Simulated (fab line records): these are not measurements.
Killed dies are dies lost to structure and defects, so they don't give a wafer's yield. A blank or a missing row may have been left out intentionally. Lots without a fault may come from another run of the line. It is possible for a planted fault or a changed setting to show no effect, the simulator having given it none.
fab line records + flow nand-harc + part 2 of 2: steps 5 to 6 of 6
record
- lots=23
- wafers=69
- last-day=33
route steps=1302 shown A_STAIRCASE@667
lots untouched by any fault: they come from a run of this same line in which no faults occurred
start-h: hours from the record's opening day to when the first of the lot's shown wafers began + wait-h: time in hours since the lot's previous step + " the same as in the row above + L1.1+2: a single row standing in for several wafers + - no value present, or no start provided + * or withheld: withheld + < > ~ a bound
route shown NAME@n: names a module that has steps shown in the file, with the first one's number in the route + usual: mean and standard deviation over wafers with no fault + same: alike in all rows + chamber/n: place in a boat + sites: each site's reading + _std_site: the standard deviation of these + _edge_site: mean of outer sites minus mean of inner sites + radius-mm: how far each site lies from the wafer's centre + mask NAME#n: copy n + behind: the last tool/chamber to shape the wafer + hold: cause of the lot's hold/its duration in hours/its outcome + device: transistor that didn't switch, given as n, p or np + end of line: the route-end tests of the same wafers + where a step has no rows: the recipe by itself + killed: at the first sort, the dies lost to defects and structure; wafer yield is something else + map: the dies of a wafer, with x for killed, . for not killed, _ for no die there
set.NAME: setting as actually run; set.NAME@STEP: the setting as run at that earlier step + model.NAME: the simulator's own value behind a step, which no gauge read
route steps across a sampled set of lots; one table per step, one row per wafer
services: the hour from which a tool's chamber was out of use, counted from the record's first day as start-h (under 0 if before that day), plus the number of hours and why
## steps
# step NHARC_A_STAIRCASE_TRIM_226
# recipe
- time-s=211.2
- o2-flow-sccm=500
- ar-flow-sccm=0
- bias-w=0
- chemistry=O2
# usual
- drypump-motor-current-A=5.81/0.24
- oes-product-au=1.001/0.018
- rf-vpp-V=57.7/0.83
- showerhead-plenum-p-Torr=3.48/0.1
- throttle-valve-pct=17.037/0.0089
| lot.wafer | tool        | chamber | start-h | wait-h | drypump-motor-current-A | oes-product-au | rf-hours-counter-h | rf-vpp-V | showerhead-plenum-p-Torr | throttle-valve-pct |
|-----------|-------------|---------|---------|--------|-------------------------|----------------|--------------------|----------|--------------------------|--------------------|
| L074.3    | rie-diel-12 | 0       | -       | -      | 5.90                    | 1.016          | 27                 | 57.2     | 3.42                     | 17.040             |
| L074.5    | "           | 3       | "       | "      | 5.61                    | 0.989          | -                  | 57.6     | 3.37                     | 17.041             |
| L074.6    | "           | 0       | "       | "      | 5.84                    | 1.013          | -                  | 56.6     | 3.42                     | 17.028             |
| L075.1    | rie-diel-05 | 1       | -       | -      | 6.09                    | 1.009          | 47                 | 57.2     | 3.33                     | 17.036             |
| L075.6    | "           | 1       | "       | "      | 6.09                    | 1.018          | -                  | 57.0     | 3.33                     | 17.052             |
| L075.5    | "           | 2       | "       | "      | 6.08                    | 1.021          | -                  | 58.8     | 3.50                     | 17.026             |
| L076.3    | rie-diel-05 | 3       | -       | -      | 5.78                    | 0.977          | 47                 | 57.9     | 3.42                     | 17.033             |
| L076.1    | "           | 1       | "       | "      | 6.08                    | 1.003          | 52                 | 57.8     | 3.33                     | 17.032             |
| L076.6    | "           | 0       | "       | "      | 5.42                    | 0.975          | -                  | 58.0     | 3.45                     | 17.039             |
| L078.2    | rie-diel-05 | 3       | -       | -      | 5.74                    | 0.981          | 51                 | 58.0     | 3.42                     | 17.035             |
| L078.4    | "           | 0       | "       | "      | 5.42                    | 0.968          | 57                 | 58.1     | 3.45                     | 17.047             |
| L078.6    | "           | 3       | "       | "      | 5.79                    | 0.977          | -                  | 58.3     | 3.42                     | 17.020             |
| L077.2    | rie-diel-05 | 2       | -       | -      | 6.07                    | 1.015          | 51                 | 56.5     | 3.50                     | 17.034             |
| L077.4    | "           | 1       | "       | "      | 6.08                    | 1.010          | 55                 | 55.9     | 3.32                     | 17.055             |
| L077.6    | "           | 2       | "       | "      | 6.12                    | 1.027          | -                  | 57.8     | 3.50                     | 17.039             |
| L079.2    | rie-diel-04 | 2       | -       | -      | 6.25                    | 1.016          | 18                 | 58.0     | 3.70                     | 17.029             |
| L079.1    | "           | 1       | "       | "      | 5.59                    | 0.990          | 14                 | 59.2     | 3.61                     | 17.046             |
| L079.6    | "           | 3       | "       | "      | 5.55                    | 1.006          | -                  | 59.0     | 3.47                     | 17.035             |
| L081.4    | rie-diel-04 | 1       | -       | -      | 5.56                    | 0.983          | 17                 | 57.7     | 3.61                     | 17.037             |
| L081.6    | "           | 2       | "       | "      | 6.28                    | 1.015          | -                  | 58.6     | 3.70                     | 17.026             |
| L081.5    | "           | 3       | "       | "      | 5.53                    | 1.017          | -                  | 57.1     | 3.47                     | 17.036             |
| L080.2    | rie-diel-12 | 1       | -       | -      | 5.83                    | 1.010          | 54                 | 59.3     | 3.53                     | 17.045             |
| L080.3    | "           | 2       | "       | "      | 5.81                    | 1.013          | 47                 | 58.4     | 3.53                     | 17.033             |
| L080.5    | "           | 1       | "       | "      | 5.83                    | 1.018          | -                  | 57.6     | 3.53                     | 17.055             |
| L082.2    | rie-diel-05 | 2       | -       | -      | 6.10                    | 0.994          | 9                  | 58.3     | 3.49                     | 17.057             |
| L082.6    | "           | 0       | "       | "      | 5.42                    | 0.992          | -                  | 57.1     | 3.44                     | 17.045             |
| L082.4    | "           | 2       | "       | "      | 6.10                    | 0.994          | -                  | 57.9     | 3.49                     | 17.049             |
| L084.3    | rie-diel-04 | 1       | -       | -      | 5.57                    | 1.003          | 28                 | 58.3     | 3.60                     | 17.034             |
| L084.2    | "           | 2       | "       | "      | 6.24                    | 1.017          | 32                 | 57.3     | 3.69                     | 17.036             |
| L084.6    | "           | 1       | "       | "      | 5.58                    | 1.010          | -                  | 58.8     | 3.60                     | 17.041             |
| L083.2    | rie-diel-12 | 1       | -       | -      | 5.84                    | 1.019          | 2                  | 57.4     | 3.53                     | 17.038             |
| L083.4    | "           | 3       | "       | "      | 5.61                    | 0.969          | 3                  | 55.8     | 3.35                     | 17.035             |
| L083.1    | "           | 0       | "       | "      | 5.81                    | 1.001          | 2                  | 57.2     | 3.40                     | 17.029             |
| L085.3    | rie-diel-12 | 3       | -       | -      | 5.60                    | 0.970          | 4                  | 56.4     | 3.35                     | 17.038             |
| L085.1    | "           | 2       | "       | "      | 5.79                    | 0.985          | 4                  | 58.1     | 3.52                     | 17.038             |
| L085.6    | "           | 3       | "       | "      | 5.60                    | 0.963          | -                  | 57.8     | 3.35                     | 17.050             |
| L086.1    | rie-diel-04 | 2       | -       | -      | 6.25                    | 1.024          | 35                 | 58.6     | 3.69                     | 17.047             |
| L086.6    | "           | 3       | "       | "      | 5.56                    | 1.017          | -                  | 57.5     | 3.46                     | 17.040             |
| L086.5    | "           | 0       | "       | "      | 5.91                    | 1.005          | -                  | 57.9     | 3.54                     | 17.043             |
| L087.3    | rie-diel-12 | 1       | -       | -      | 5.83                    | 1.035          | 8                  | 57.4     | 3.52                     | 17.020             |
| L087.4    | "           | 2       | "       | "      | 5.80                    | 0.990          | 8                  | 58.0     | 3.52                     | 17.041             |
| L087.1    | "           | 3       | "       | "      | 5.60                    | 0.972          | 7                  | 58.3     | 3.35                     | 17.049             |
| L088.4    | rie-diel-05 | 2       | -       | -      | 6.08                    | 0.995          | 33                 | 57.7     | 3.48                     | 17.020             |
| L088.3    | "           | 0       | "       | "      | 5.43                    | 0.974          | 31                 | 57.2     | 3.43                     | 17.033             |
| L088.6    | "           | 1       | "       | "      | 6.07                    | 1.008          | -                  | 57.7     | 3.31                     | 17.048             |
| L091.3    | rie-diel-05 | 0       | -       | -      | 5.42                    | 0.971          | 38                 | 58.3     | 3.43                     | 17.029             |
| L091.2    | "           | 1       | "       | "      | 6.07                    | 1.007          | 42                 | 57.0     | 3.30                     | 17.041             |
| L091.1    | "           | 2       | "       | "      | 6.13                    | 1.018          | 42                 | 57.7     | 3.47                     | 17.047             |
| L090.1    | rie-diel-04 | 3       | -       | -      | 5.52                    | 1.009          | 49                 | 57.2     | 3.46                     | 17.033             |
| L090.2    | "           | 0       | "       | "      | 5.94                    | 0.997          | 45                 | 58.6     | 3.54                     | 17.043             |
| L090.5    | "           | 0       | "       | "      | 5.97                    | 0.994          | -                  | 56.8     | 3.54                     | 17.042             |
| L093.3    | rie-diel-04 | 0       | -       | -      | 5.89                    | 1.016          | 3                  | 58.0     | 3.53                     | 17.026             |
| L093.1    | "           | 2       | "       | "      | 6.26                    | 1.019          | 3                  | 58.8     | 3.68                     | 17.045             |
| L093.5    | "           | 1       | "       | "      | 5.60                    | 1.003          | -                  | 57.5     | 3.59                     | 17.034             |
| L092.2    | rie-diel-04 | 0       | -       | -      | 5.96                    | 1.021          | 4                  | 58.9     | 3.53                     | 17.046             |
| L092.4    | "           | 1       | "       | "      | 5.57                    | 1.008          | 3                  | 57.1     | 3.59                     | 17.041             |
| L092.6    | "           | 2       | "       | "      | 6.26                    | 1.015          | -                  | 58.3     | 3.68                     | 17.026             |
| L094.3    | rie-diel-04 | 2       | -       | -      | 6.26                    | 1.022          | 4                  | 59.3     | 3.68                     | 17.038             |
| L094.4    | "           | 0       | "       | "      | 5.92                    | 1.015          | 5                  | 58.6     | 3.53                     | 17.029             |
| L094.5    | "           | 1       | "       | "      | 5.58                    | 1.010          | -                  | 58.3     | 3.59                     | 17.048             |
| L095.2    | rie-diel-05 | 2       | -       | -      | 6.10                    | 1.011          | 59                 | 57.4     | 3.46                     | 17.045             |
| L095.3    | "           | 0       | "       | "      | 5.42                    | 0.964          | 54                 | 56.8     | 3.42                     | 17.031             |
| L095.6    | "           | 2       | "       | "      | 6.12                    | 1.006          | -                  | 57.9     | 3.46                     | 17.017             |
| L096.4    | rie-diel-12 | 3       | -       | -      | 5.60                    | 0.966          | 33                 | 58.2     | 3.34                     | 17.042             |
| L096.2    | "           | 0       | "       | "      | 5.89                    | 0.991          | 40                 | 56.3     | 3.38                     | 17.047             |
| L096.1    | "           | 1       | "       | "      | 5.83                    | 1.021          | 42                 | 56.0     | 3.50                     | 17.034             |
| L097.6    | rie-diel-12 | 3       | -       | -      | 5.60                    | 0.979          | -                  | 57.7     | 3.33                     | 17.030             |
| L097.5    | "           | 1       | "       | "      | 5.81                    | 1.020          | -                  | 57.7     | 3.50                     | 17.040             |
| L097.4    | "           | 2       | "       | "      | 5.79                    | 0.979          | -                  | 59.5     | 3.50                     | 17.043             |
# step NHARC_A_STAIRCASE_ETCH_234
# recipe
- target-depth-a=1000
- time-s=40.5
- ion-energy-ev=400
- c4f8-flow-sccm=20
- o2-flow-sccm=10
- ar-flow-sccm=withheld
- rf-w=600
- bias-w=1000
- chemistry=C4F8/O2
# usual
- oes-product-au=0.945/0.016
- rf-vpp-V=894/3.6
| lot.wafer | tool        | chamber | start-h | wait-h | oes-product-au | rf-hours-counter-h | rf-vpp-V |
|-----------|-------------|---------|---------|--------|----------------|--------------------|----------|
| L074.3    | rie-diel-12 | 1       | -       | -      | 0.950          | 27                 | 896      |
| L074.5    | "           | 0       | "       | "      | 0.955          | -                  | 892      |
| L074.6    | "           | 1       | "       | "      | 0.940          | -                  | 897      |
| L075.1    | rie-diel-05 | 3       | -       | -      | 0.944          | 41                 | 892      |
| L075.5    | "           | 0       | "       | "      | 0.941          | -                  | 892      |
| L075.6    | "           | 1       | "       | "      | 0.954          | -                  | 889      |
| L076.3    | rie-diel-04 | 0       | -       | -      | 0.946          | 5                  | 898      |
| L076.1    | "           | 2       | "       | "      | 0.934          | 7                  | 903      |
| L076.6    | "           | 0       | "       | "      | 0.947          | -                  | 897      |
| L078.2    | rie-diel-12 | 1       | -       | -      | 0.956          | 40                 | 896      |
| L078.4    | "           | 3       | "       | "      | 0.927          | 37                 | 889      |
| L078.6    | "           | 0       | "       | "      | 0.961          | -                  | 891      |
| L077.4    | rie-diel-05 | 3       | -       | -      | 0.929          | 52                 | 893      |
| L077.2    | "           | 1       | "       | "      | 0.965          | 56                 | 889      |
| L077.6    | "           | 0       | "       | "      | 0.919          | -                  | 893      |
| L079.1    | rie-diel-04 | 1       | -       | -      | 0.937          | 14                 | 900      |
| L079.2    | "           | 2       | "       | "      | 0.954          | 18                 | 901      |
| L079.6    | "           | 2       | "       | "      | 0.960          | -                  | 902      |
| L081.4    | rie-diel-04 | 3       | -       | -      | 0.946          | 21                 | 894      |
| L081.6    | "           | 0       | "       | "      | 0.951          | -                  | 897      |
| L081.5    | "           | 1       | "       | "      | 0.920          | -                  | 899      |
| L080.2    | rie-diel-05 | 0       | -       | -      | 0.944          | 4                  | 893      |
| L080.3    | "           | 2       | "       | "      | 0.952          | 6                  | 894      |
| L080.5    | "           | 3       | "       | "      | 0.968          | -                  | 890      |
| L082.2    | rie-diel-05 | 2       | -       | -      | 0.921          | 9                  | 895      |
| L082.4    | "           | 2       | "       | "      | 0.924          | -                  | 894      |
| L082.6    | "           | 0       | "       | "      | 0.915          | -                  | 892      |
| L084.3    | rie-diel-04 | 1       | -       | -      | 0.937          | 29                 | 899      |
| L084.2    | "           | 3       | "       | "      | 0.972          | 35                 | 894      |
| L084.6    | "           | 0       | "       | "      | 0.957          | -                  | 898      |
| L083.1    | rie-diel-05 | 3       | -       | -      | 0.926          | 18                 | 891      |
| L083.4    | "           | 0       | "       | "      | 0.927          | 18                 | 892      |
| L083.2    | "           | 1       | "       | "      | 0.947          | 16                 | 889      |
| L085.3    | rie-diel-05 | 2       | -       | -      | 0.941          | 19                 | 894      |
| L085.1    | "           | 0       | "       | "      | 0.941          | 19                 | 892      |
| L085.6    | "           | 2       | "       | "      | 0.941          | -                  | 894      |
| L086.1    | rie-diel-12 | 3       | -       | -      | 0.939          | 6                  | 889      |
| L086.5    | "           | 0       | "       | "      | 0.950          | -                  | 892      |
| L086.6    | "           | 1       | "       | "      | 0.968          | -                  | 896      |
| L087.4    | rie-diel-05 | 1       | -       | -      | 0.956          | 24                 | 888      |
| L087.3    | "           | 2       | "       | "      | 0.944          | 24                 | 895      |
| L087.1    | "           | 3       | "       | "      | 0.952          | 24                 | 891      |
| L088.3    | rie-diel-04 | 2       | -       | -      | 0.951          | 42                 | 902      |
| L088.4    | "           | 1       | "       | "      | 0.958          | 37                 | 899      |
| L088.6    | "           | 2       | "       | "      | 0.958          | -                  | 901      |
| L091.1    | rie-diel-05 | 3       | -       | -      | 0.933          | 41                 | 892      |
| L091.3    | "           | 0       | "       | "      | 0.905          | 38                 | 893      |
| L091.2    | "           | 1       | "       | "      | 0.941          | 42                 | 887      |
| L090.1    | rie-diel-04 | 2       | -       | -      | 0.947          | 46                 | 901      |
| L090.2    | "           | 3       | "       | "      | 0.957          | 49                 | 896      |
| L090.5    | "           | 0       | "       | "      | 0.950          | -                  | 896      |
| L093.1    | rie-diel-12 | 2       | -       | -      | 0.923          | 32                 | 895      |
| L093.3    | "           | 0       | "       | "      | 0.953          | 30                 | 893      |
| L093.5    | "           | 1       | "       | "      | 0.964          | -                  | 895      |
| L092.4    | rie-diel-12 | 0       | -       | -      | 0.930          | 30                 | 890      |
| L092.2    | "           | 1       | "       | "      | 0.945          | 34                 | 896      |
| L092.6    | "           | 3       | "       | "      | 0.911          | -                  | 889      |
| L094.4    | rie-diel-05 | 1       | -       | -      | 0.953          | 53                 | 887      |
| L094.3    | "           | 3       | "       | "      | 0.964          | 52                 | 891      |
| L094.5    | "           | 2       | "       | "      | 0.964          | -                  | 891      |
| L095.3    | rie-diel-04 | 1       | -       | -      | 0.951          | 10                 | 899      |
| L095.2    | "           | 2       | "       | "      | 0.965          | 10                 | 901      |
| L095.6    | "           | 3       | "       | "      | 0.955          | -                  | 894      |
| L096.4    | rie-diel-05 | 3       | -       | -      | 0.949          | 58                 | 889      |
| L096.1    | "           | 0       | "       | "      | 0.941          | 54                 | 891      |
| L096.2    | "           | 2       | "       | "      | 0.953          | 60                 | 893      |
| L097.6    | rie-diel-12 | 1       | -       | -      | 0.964          | -                  | 895      |
| L097.4    | "           | 2       | "       | "      | 0.926          | -                  | 894      |
| L097.5    | "           | 3       | "       | "      | 0.929          | -                  | 889      |
## services
| tool        | chamber | start-h | hours | kind       |
|-------------|---------|---------|-------|------------|
| rie-diel-04 | 0       | 335.84  | -     | clean      |
| rie-diel-04 | 1       | 335.84  | -     | clean      |
| rie-diel-04 | 2       | 335.84  | -     | clean      |
| rie-diel-04 | 3       | 335.84  | -     | clean      |
| rie-diel-04 | -       | 355.26  | 9.0   | pm         |
| rie-diel-04 | 0       | 355.26  | 9.0   | vent-cycle |
| rie-diel-04 | 1       | 355.26  | 9.0   | vent-cycle |
| rie-diel-04 | 2       | 355.26  | 9.1   | vent-cycle |
| rie-diel-04 | 3       | 355.26  | 9.0   | vent-cycle |
| rie-diel-04 | 0       | 364.26  | -     | clean      |
| rie-diel-04 | 1       | 364.26  | -     | clean      |
| rie-diel-04 | 3       | 364.26  | -     | clean      |
| rie-diel-04 | 0       | 388.76  | -     | clean      |
| rie-diel-04 | 1       | 388.76  | -     | clean      |
| rie-diel-04 | 2       | 388.76  | -     | clean      |
| rie-diel-04 | 3       | 388.76  | -     | clean      |
| rie-diel-05 | -       | 406.62  | 9.0   | pm         |
| rie-diel-05 | 1       | 434.90  | 8.5   | repair     |
| rie-diel-12 | 1       | 436.89  | 4.7   | repair     |
| rie-diel-12 | -       | 447.69  | 9.0   | pm         |
| rie-diel-05 | 0       | 488.97  | 8.7   | repair     |
| rie-diel-04 | -       | 532.26  | 9.0   | pm         |
| rie-diel-12 | 0       | 576.81  | 15.6  | repair     |
| rie-diel-05 | -       | 583.62  | 9.0   | pm         |
